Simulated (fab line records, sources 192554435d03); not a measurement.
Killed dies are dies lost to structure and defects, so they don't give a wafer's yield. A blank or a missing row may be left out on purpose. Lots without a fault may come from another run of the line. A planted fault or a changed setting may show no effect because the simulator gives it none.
Which tool did it? | flow n5_finfet | 14 lots, 42 wafers sampled, at 4 steps of a route of 1938

WHAT THE GAUGES READ, wafer by wafer
The record holds no reading of a measuring or inspecting step that can be judged against a usual standard deviation.

WHICH TOOL RAN EACH LOT (tool, then ch and the chambers of the sampled wafers, then the start)
lot  | N5_MOL_CONTACT_COAG_CVD_140   | N5_BEOL_M0_SAQP_EXPOSE_11          | N5_BEOL_M0_SAQP_DESCUM_19         | N5_BEOL_M0_SAQP_ETCH_83
L889 | cvd_w-02 ch 0,1, day 5 09:35  | arfi_scanner-01 ch 0, day 5 17:27  | rie_diel-04 ch 0,2,3, day 5 17:49 | rie_diel-04 ch 0,2,3, day 5 17:51
L890 | cvd_w-01 ch 0,1, day 5 18:34  | arfi_scanner-03 ch 0, day 6 00:29  | rie_diel-04 ch 0,1, day 6 01:08   | rie_diel-04 ch 0,1, day 6 01:10
L891 | cvd_w-01 ch 0,1, day 5 21:50  | arfi_scanner-03 ch 0, day 6 03:59  | rie_diel-02 ch 0,3, day 6 04:11   | rie_diel-02 ch 0,3, day 6 04:13
L892 | cvd_w-02 ch 0,1, day 6 01:23  | arfi_scanner-02 ch 0, day 6 07:44  | rie_diel-02 ch 0,1, day 6 07:57   | rie_diel-02 ch 0,1, day 6 07:59
L896 | cvd_w-02 ch 0,1, day 6 23:22  | arfi_scanner-01 ch 0, day 7 04:16  | rie_diel-04 ch 0,1, day 7 04:28   | rie_diel-04 ch 0,1, day 7 04:30
L898 | cvd_w-02 ch 0,1, day 7 12:53  | arfi_scanner-02 ch 0, day 7 18:45  | rie_diel-02 ch 0,1, day 7 18:56   | rie_diel-02 ch 0,1, day 7 18:59
L899 | cvd_w-01 ch 0,1, day 7 21:53  | arfi_scanner-01 ch 0, day 8 05:50  | rie_diel-04 ch 0,2,3, day 8 06:09 | rie_diel-04 ch 0,2,3, day 8 06:11
L903 | cvd_w-02 ch 1, day 8 18:31    | arfi_scanner-03, day 8 23:38       | rie_diel-03 ch 0,1,2, day 8 23:50 | rie_diel-03 ch 0,1,2, day 8 23:52
L904 | cvd_w-02 ch 0,1, day 8 23:44  | arfi_scanner-02, day 9 04:58       | rie_diel-02 ch 0,2,3, day 9 05:10 | rie_diel-02 ch 0,2,3, day 9 05:13
L905 | cvd_w-01 ch 0,1, day 9 09:07  | arfi_scanner-03 ch 0, day 9 14:12  | rie_diel-03 ch 0,1, day 9 14:25   | rie_diel-03 ch 0,1, day 9 14:27
L906 | cvd_w-02 ch 0,1, day 9 10:39  | arfi_scanner-03 ch 0, day 9 16:52  | rie_diel-03 ch 0,3, day 9 17:04   | rie_diel-03 ch 0,3, day 9 17:07
L908 | cvd_w-02 ch 0,1, day 9 22:27  | arfi_scanner-02 ch 0, day 10 04:33 | rie_diel-02 ch 0,1, day 10 04:46  | rie_diel-02 ch 0,1, day 10 04:47
L911 | cvd_w-02 ch 0,1, day 10 18:42 | arfi_scanner-01 ch 0, day 11 02:06 | rie_diel-02 ch 1,3, day 11 02:25  | rie_diel-02 ch 1,3, day 11 02:26
L912 | cvd_w-02 ch 0,1, day 11 00:44 | arfi_scanner-03 ch 0, day 11 06:39 | rie_diel-04 ch 0,3, day 11 06:52  | rie_diel-04 ch 0,3, day 11 06:54
- N5_MOL_CONTACT_COAG_CVD_140: deposits W, target thk 66.5 nm, time 215 s.
- N5_BEOL_M0_SAQP_EXPOSE_11: exposes mask M0 CORE, target cd 42 nm.
- N5_BEOL_M0_SAQP_DESCUM_19: chemistry O2, time 7.9 s.
- N5_BEOL_M0_SAQP_ETCH_83: etches SiARC in CF4, target depth 39 nm, time 65 s.

WHAT THE TOOLS THEMSELVES READ (means of the sampled wafers that have a number; where no wafer has one, the mark that the record gives instead)
N5_MOL_CONTACT_COAG_CVD_140. Usual: heater_power_w 453 W, standard deviation 30.
lot  | tool     | heater_power_w (W) | flag
L889 | cvd_w-02 | 457                |
L890 | cvd_w-01 | 465                |
L891 | cvd_w-01 | 436                |
L892 | cvd_w-02 | 459                |
L896 | cvd_w-02 | 455                |
L898 | cvd_w-02 | 451                |
L899 | cvd_w-01 | 436                |
L903 | cvd_w-02 | 466                |
L904 | cvd_w-02 | 457                |
L905 | cvd_w-01 | 433                |
L906 | cvd_w-02 | 465                |
L908 | cvd_w-02 | 453                |
L911 | cvd_w-02 | 455                |
L912 | cvd_w-02 | 449                |

N5_BEOL_M0_SAQP_EXPOSE_11. Usual: exposure_dose_mJ_cm2 54.94, standard deviation 0.061.
lot  | tool            | exposure_dose_mJ_cm2 | flag
L889 | arfi_scanner-01 | 54.86                |
L890 | arfi_scanner-03 | 54.87                |
L891 | arfi_scanner-03 | 54.89                |
L892 | arfi_scanner-02 | 54.93                |
L896 | arfi_scanner-01 | 54.93                |
L898 | arfi_scanner-02 | 54.88                |
L899 | arfi_scanner-01 | 55.06                |
L903 | arfi_scanner-03 | -                    | OFF
L904 | arfi_scanner-02 | -                    | OFF
L905 | arfi_scanner-03 | 54.91                |
L906 | arfi_scanner-03 | 54.96                |
L908 | arfi_scanner-02 | 54.99                |
L911 | arfi_scanner-01 | 54.98                |
L912 | arfi_scanner-03 | 54.93                |

N5_BEOL_M0_SAQP_DESCUM_19. Usual: drypump_motor_current_A 5.7 A, standard deviation 0.42; oes_product_au 0.76 a.u., standard deviation 0.083; rf_vpp_V 243.1 V, standard deviation 1.3; showerhead_plenum_p_Torr 2.09 Torr, standard deviation 0.083; throttle_valve_pct 20.48 %, standard deviation 0.23.
lot  | tool        | drypump_motor_current_A (A) | oes_product_au (a.u.) | rf_vpp_V (V) | showerhead_plenum_p_Torr (Torr) | throttle_valve_pct (%) | flag
L889 | rie_diel-04 | 5.9                         | 0.79                  | 243.4        | 2.10                            | 20.41                  |
L890 | rie_diel-04 | 5.3                         | 0.69                  | 241.9        | 2.11                            | 20.59                  |
L891 | rie_diel-02 | 5.2                         | 0.72                  | 241.1        | 2.06                            | 20.77                  |
L892 | rie_diel-02 | 5.9                         | 0.67                  | 242.8        | 2.11                            | 20.47                  |
L896 | rie_diel-04 | 5.4                         | 0.70                  | 242.7        | 2.03                            | 20.55                  |
L898 | rie_diel-02 | 6.2                         | 0.66                  | 243.3        | 2.07                            | 20.39                  |
L899 | rie_diel-04 | 5.9                         | 0.77                  | 243.3        | 2.09                            | 20.46                  |
L903 | rie_diel-03 | 5.9                         | 0.79                  | 242.4        | 2.03                            | 20.25                  |
L904 | rie_diel-02 | 5.5                         | 0.82                  | 242.6        | 2.08                            | 20.57                  |
L905 | rie_diel-03 | 5.9                         | 0.82                  | 242.7        | 2.04                            | 20.13                  |
L906 | rie_diel-03 | 5.6                         | 0.74                  | 242.8        | 2.12                            | 20.34                  |
L908 | rie_diel-02 | 5.9                         | 0.96                  | 244.2        | 2.10                            | 20.11                  |
L911 | rie_diel-02 | 5.9                         | 0.88                  | 242.4        | 2.02                            | 20.29                  |
L912 | rie_diel-04 | 6.0                         | 0.79                  | 244.3        | 2.14                            | 20.60                  |

N5_BEOL_M0_SAQP_ETCH_83. Usual: cf4_flow_sccm 100.0 sccm, standard deviation 0.32; drypump_motor_current_A 5.7 A, standard deviation 0.42; etch_rf_on_time_s 65.5 s, standard deviation 1.4; oes_product_au 0.65 a.u., standard deviation 0.07; rf_vpp_V 184.0 V, standard deviation 1.3; showerhead_plenum_p_Torr 2.14 Torr, standard deviation 0.074; throttle_valve_pct 15.68 %, standard deviation 0.19.
lot  | tool        | cf4_flow_sccm (sccm) | drypump_motor_current_A (A) | etch_rf_on_time_s (s) | oes_product_au (a.u.) | rf_vpp_V (V) | showerhead_plenum_p_Torr (Torr) | throttle_valve_pct (%) | flag
L889 | rie_diel-04 | 100.4                | 5.9                         | 65.7                  | 0.67                  | 184.0        | 2.16                            | 15.65                  |
L890 | rie_diel-04 | 99.8                 | 5.3                         | 65.5                  | 0.60                  | 184.0        | 2.15                            | 15.73                  |
L891 | rie_diel-02 | 100.0                | 5.2                         | 63.2                  | 0.63                  | 183.3        | 2.09                            | 15.87                  |
L892 | rie_diel-02 | 99.8                 | 5.9                         | 66.9                  | 0.58                  | 183.7        | 2.16                            | 15.69                  |
L896 | rie_diel-04 | 99.9                 | 5.4                         | 66.5                  | 0.60                  | 183.2        | 2.09                            | 15.77                  |
L898 | rie_diel-02 | 100.0                | 6.1                         | 66.8                  | 0.57                  | 184.0        | 2.13                            | 15.70                  |
L899 | rie_diel-04 | 99.9                 | 5.9                         | 65.2                  | 0.65                  | 183.3        | 2.15                            | 15.68                  |
L903 | rie_diel-03 | 99.5                 | 5.9                         | 65.2                  | 0.29                  | 182.8        | 2.09                            | 15.48                  | OFF
L904 | rie_diel-02 | 100.1                | 5.5                         | 64.1                  | 0.31                  | 183.4        | 2.12                            | 15.69                  | OFF
L905 | rie_diel-03 | 99.9                 | 5.8                         | 65.4                  | 0.69                  | 183.5        | 2.10                            | 15.39                  |
L906 | rie_diel-03 | 99.7                 | 5.6                         | 65.6                  | 0.64                  | 184.6        | 2.17                            | 15.58                  |
L908 | rie_diel-02 | 100.0                | 5.9                         | 65.5                  | 0.82                  | 184.2        | 2.16                            | 15.24                  |
L911 | rie_diel-02 | 99.9                 | 5.9                         | 64.0                  | 0.75                  | 183.6        | 2.09                            | 15.51                  |
L912 | rie_diel-04 | 99.8                 | 6.0                         | 66.5                  | 0.67                  | 184.8        | 2.18                            | 15.70                  |

THE ANSWER, worked out from the rows above alone
Rule: a lot is off if the mean of its wafers that have a number lies more than 3 standard deviations from the usual mean. A lot without any number at a reading at which 4 lots or more have one is off too. The other lots that the step has rows for count as sound. The gauges are gone through in route order, then the tools' own readings, and for those a lot's mean is taken as printed above. The first step at which some lot is off is used, and at that step the reading that is off furthest; a lot without a number counts as furthest.
Off: L903, L904, at N5_BEOL_M0_SAQP_EXPOSE_11 (exposure_dose_mJ_cm2). Without a number there: L903, L904.
A tool fits if, at that step or a process step before it, it ran every lot that is off, and no sound lot after the first of them. None of those tried fits.

WHAT THE SIMULATOR HAD PUT IN
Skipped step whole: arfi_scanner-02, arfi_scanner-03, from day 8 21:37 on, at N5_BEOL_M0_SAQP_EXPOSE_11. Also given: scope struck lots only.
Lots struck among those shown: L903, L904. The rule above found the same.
